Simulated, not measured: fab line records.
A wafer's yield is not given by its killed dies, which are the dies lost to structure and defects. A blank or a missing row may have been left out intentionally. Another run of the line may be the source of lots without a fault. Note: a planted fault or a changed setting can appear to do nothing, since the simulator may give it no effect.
Which tool did it? ; flow nand harc ; Sampling: 11 lots, 33 wafers, 5 of 1159 route steps

== WHAT THE GAUGES SHOWED, per wafer ==
NHARC_END_SORT_01.
lot;measured;on;defect limited yield (%);killed at array;killed at other;killed at periphery;killed dies;killed open;killed short;sort_bin_2_pct (%);sort_bin_3_pct (%);sort_bin_4_pct (%);sort n pass;sort rim yield pct (%);sort yield pct (%)
L856;day 19 16:41;prober-01;96.8 97.3 97.9;21 16 7;0 0 3;1 2 4;22 18 14;0 2 1;3 2 2;0.6 0.7 0.7;0.44 0 0.30;2.2 1.9 1.0;655 659 663;95.3 96.2 100.0;96.8 97.3 97.9
L859;day 20 12:46;prober-01;0 0 96.8;34 21 19;642 653 0;1 3 3;677 677 22;3 2 4;3 2 1;2.2 0.7 1.0;95.13 96.75 0;2.7 2.5 2.2;0 0 655;0 0 98.1;0 0 96.8
L862;day 20 20:59;prober-01;0 0 97.9;12 6 12;662 668 2;3 3 0;677 677 14;3 4 2;2 1 1;0.7 0.3 0.9;97.93 98.52 0.15;1.3 1.2 1.0;0 0 663;0 0 98.1;0 0 97.9
L871;day 24 01:06;prober-01;97.2 98.2 97.8;18 9 14;0 0 0;1 3 1;19 12 15;1 4 1;2 1 1;0.9 0.7 0.4;0 0 0.30;1.9 1.0 1.5;658 665 662;99.1 100.0 100.0;97.2 98.2 97.8
L872;day 24 11:25;prober-01;95.1;23;4;6;33;2;3;1.6;0.30;3.0;644;92.5;95.1

== EACH LOT AND THE TOOL THAT RAN IT (in order: tool; ch and the chambers of the sampled wafers; start) ==
lot;NHARC_THIN_TSV_STRIP_62;NHARC_THIN_TSV_ANNEAL_52;NHARC_THIN_TSV_DESCUM_35;NHARC_THIN_TSV_ETCH_59
L856;plasma asher-02 ch 0,1, day 19 04:09;rtp anneal-02 ch 0, day 19 05:42;rie diel-10 ch 0,1,2, day 19 07:44;rie metal-01 ch 1, day 19 07:52
L855;plasma asher-01 ch 0,1, day 19 05:18;rtp anneal-01 ch 0, day 19 06:41;rie diel-10 ch 0,1,2, day 19 08:52;rie metal-02 ch 0,1, day 19 08:59
L859;plasma asher-02 ch 0,1, day 20 00:32;rtp anneal-01 ch 0, day 20 01:53;rie diel-08 ch 0,1,3, day 20 03:59;rie metal-01 ch 0,1, day 20 04:08
L860;plasma asher-02 ch 0,1, day 20 02:02;rtp anneal-02 ch 0, day 20 03:22;rie diel-10 ch 0,1,3, day 20 05:29;rie metal-02 ch 0,1, day 20 05:37
L862;plasma asher-02 ch 0,1, day 20 08:46;rtp anneal-01 ch 0, day 20 10:14;rie diel-09 ch 0,1,3, day 20 12:16;rie metal-01 ch 0,1, day 20 12:23
L871;plasma asher-01 ch 0,1, day 23 11:53;rtp anneal-01 ch 0, day 23 13:32;rie diel-08 ch 1,3, day 23 15:40;rie metal-01 ch 1, day 23 15:46
L872;plasma asher-01 ch 0,1, day 23 15:23;rtp anneal-02 ch 0, day 23 16:50;rie diel-08 ch 1,2,3, day 23 18:45;rie metal-03 ch 0,1, day 23 18:55
L874;plasma asher-02 ch 1, day 23 18:32;rtp anneal-01 ch 0, day 23 19:58;rie diel-08 ch 1,3, day 23 22:02;rie metal-01 ch 0,1, day 23 22:11
L875;plasma asher-02 ch 0,1, day 24 00:41;rtp anneal-02 ch 0, day 24 02:05;rie diel-10 ch 1,2, day 24 04:25;rie metal-01 ch 0,1, day 24 04:34
L876;plasma asher-01 ch 0,1, day 24 09:41;rtp anneal-02 ch 0, day 24 11:05;rie diel-09 ch 0,1,2, day 24 13:05;rie metal-01 ch 0,1, day 24 13:19
L878;plasma asher-01 ch 0,1, day 24 18:34;rtp anneal-02 ch 0, day 24 20:05;rie diel-10 ch 0,1,2, day 24 22:07;rie metal-02 ch 0,1, day 24 22:17
- NHARC_THIN_TSV_STRIP_62: strips in N2/H2, time 20 s.
- NHARC_THIN_TSV_ANNEAL_52: time 90 s.
- NHARC_THIN_TSV_DESCUM_35: chemistry O2, time 3 s.
- NHARC_THIN_TSV_ETCH_59: etches the open film in Cl2/BCl3, target depth 880 nm, time 138.1 s.

== WHAT THE TOOLS THEMSELVES READ (means of the sampled wafers that have a number; where no wafer has one, the mark that the record gives instead) ==
NHARC_THIN_TSV_STRIP_62.
lot;tool;drypump motor current A (A);heater power w (W)
L856;plasma asher-02;5.3;312
L855;plasma asher-01;5.6;342
L859;plasma asher-02;5.7;327
L860;plasma asher-02;5.3;311
L862;plasma asher-02;5.7;331
L871;plasma asher-01;5.7;355
L872;plasma asher-01;5.6;356
L874;plasma asher-02;4.9;302
L875;plasma asher-02;5.3;305
L876;plasma asher-01;5.6;348
L878;plasma asher-01;5.6;353

NHARC_THIN_TSV_ANNEAL_52.
lot;tool;wafer_temp_C_max
L856;rtp anneal-02;226.09
L855;rtp anneal-01;226.09
L859;rtp anneal-01;226.22
L860;rtp anneal-02;226.16
L862;rtp anneal-01;225.97
L871;rtp anneal-01;225.98
L872;rtp anneal-02;226.21
L874;rtp anneal-01;226.26
L875;rtp anneal-02;226.17
L876;rtp anneal-02;226.31
L878;rtp anneal-02;226.36

NHARC_THIN_TSV_DESCUM_35.
lot;tool;drypump motor current A (A);oes product au (a.u.);rf vpp V (V);showerhead plenum p Torr (Torr);throttle valve pct (%)
L856;rie diel-10;5.8;0.993;57.7;1.94;11.306
L855;rie diel-10;5.8;0.996;57.8;1.94;11.309
L859;rie diel-08;5.8;0.994;57.6;1.89;11.316
L860;rie diel-10;5.5;0.999;58.3;1.94;11.305
L862;rie diel-09;5.4;1.019;57.9;1.95;11.310
L871;rie diel-08;5.8;0.988;57.9;1.86;11.309
L872;rie diel-08;5.7;1.005;57.4;1.86;11.314
L874;rie diel-08;5.6;0.994;57.3;1.83;11.312
L875;rie diel-10;6.0;1.012;57.5;1.96;11.310
L876;rie diel-09;5.7;1.018;57.5;1.90;11.314
L878;rie diel-10;5.8;1.006;57.5;1.93;11.319

NHARC_THIN_TSV_ETCH_59.
lot;tool;drypump motor current A (A);he backside leak sccm (sccm);oes product au (a.u.);rf fwd power W (W);run length s (s);throttle valve pct (%)
L856;rie metal-01;6.4;3.6;0.988;895.6;159.5;22.259
L855;rie metal-02;6.1;3.3;0.998;894.7;160.5;22.261
L859;rie metal-01;6.0;3.4;0.992;902.4;95.3;22.250
L860;rie metal-02;6.1;3.4;0.990;896.9;160.1;22.268
L862;rie metal-01;5.7;3.3;0.983;895.6;95.6;22.259
L871;rie metal-01;6.4;3.4;0.988;898.4;159.2;22.262
L872;rie metal-03;5.8;3.6;0.998;896.6;160.1;22.273
L874;rie metal-01;5.6;3.9;0.986;897.8;159.5;22.267
L875;rie metal-01;6.0;3.3;0.980;895.3;159.4;22.265
L876;rie metal-01;6.0;3.4;0.975;895.1;159.5;22.256
L878;rie metal-02;6.1;3.4;0.984;895.1;160.2;22.264

== THE ANSWER, worked out from the rows above alone ==
Rule: usual is defined by the lots themselves. Put in order of their means at a reading, lots are off if they are a third of the lots or fewer, leave a main group of 4 or more, and stand apart from it by a gap of 3 or more times the standard deviation of the main group's means; of several such gaps the widest counts. A main group is skipped when, at the precision printed for the reading in the tables above, its means are all equal. A lot without any number at a reading at which 4 lots or more have one is off too. Any other lot the step has rows for is counted as sound. First the gauges in route order, then the tools' own readings, where a lot's mean is used as printed above. The first step at which some lot is off is used, and at that step the reading that is off furthest; a lot without a number counts as furthest.
Off: L859, L862, at NHARC_THIN_TSV_ETCH_59 (run length s). The main group has a mean of 159.8 s with a standard deviation of 0.42.
A tool fits if, at that step or a process step before it, it ran every lot that is off, and no sound lot after the first of them. No candidate that was tried fits.

== WHAT THE SIMULATOR HAD INSERTED ==
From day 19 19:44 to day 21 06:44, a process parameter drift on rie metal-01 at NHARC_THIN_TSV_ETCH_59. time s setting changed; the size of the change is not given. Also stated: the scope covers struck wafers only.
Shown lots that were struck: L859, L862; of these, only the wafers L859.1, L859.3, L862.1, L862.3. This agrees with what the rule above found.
